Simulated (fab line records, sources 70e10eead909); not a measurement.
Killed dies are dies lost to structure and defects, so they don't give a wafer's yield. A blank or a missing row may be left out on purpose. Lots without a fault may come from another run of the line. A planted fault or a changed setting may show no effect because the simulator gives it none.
Chamber matching | flow nand_harc | NHARC_A_CHANNEL_HOLE_D1_DEP_01 on pecvd-02: 3 sister chambers
The step deposits SiON, target thk 140 nm. 3 wafers are shown with their chamber, then 8 later ones without.

WAFERS WITH THEIR CHAMBER
wafer  | chamber | heater_power_w (W)
L080.2 | 0       | 633
L080.3 | 2       | 692
L080.4 | 1       | 704

WAFERS WITHOUT THEIR CHAMBER
wafer  | heater_power_w (W)
L080.5 | 695
L080.6 | 625
L082.1 | 626
L082.2 | 784
L082.3 | 640
L082.4 | 797
L082.5 | 610
L082.6 | 614

WHICH CHAMBER EACH WENT THROUGH
wafer  | from the rows above          | in truth
L080.5 | can't be placed: 2 or 1 or 0 | 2
L080.6 | can't be placed: 0 or 2 or 1 | 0
L082.1 | can't be placed: 0 or 2 or 1 | 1
L082.2 | can't be placed: 1 or 2 or 0 | 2
L082.3 | can't be placed: 0 or 2 or 1 | 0
L082.4 | can't be placed: 1 or 2 or 0 | 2
L082.5 | can't be placed: 0 or 2 or 1 | 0
L082.6 | can't be placed: 0 or 2 or 1 | 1
Placed correctly: 0 of 8. Can't be placed from these rows: 8 (the true chamber is among the candidates in 8). Placed wrongly: 0.
How it was worked out, from the rows above alone: a wafer's distance from a chamber is the root of the sum, over the readings, of the square of ((its reading less the chamber's mean) divided by the reading's scatter). The wafer belongs to the nearest chamber; if the next one is less than 2 further off, it can't be placed. A chamber's mean is the mean of its shown wafers. The scatter: with one shown wafer a chamber, the root of the mean of the squares of how far each hidden wafer lies from its nearest shown one.
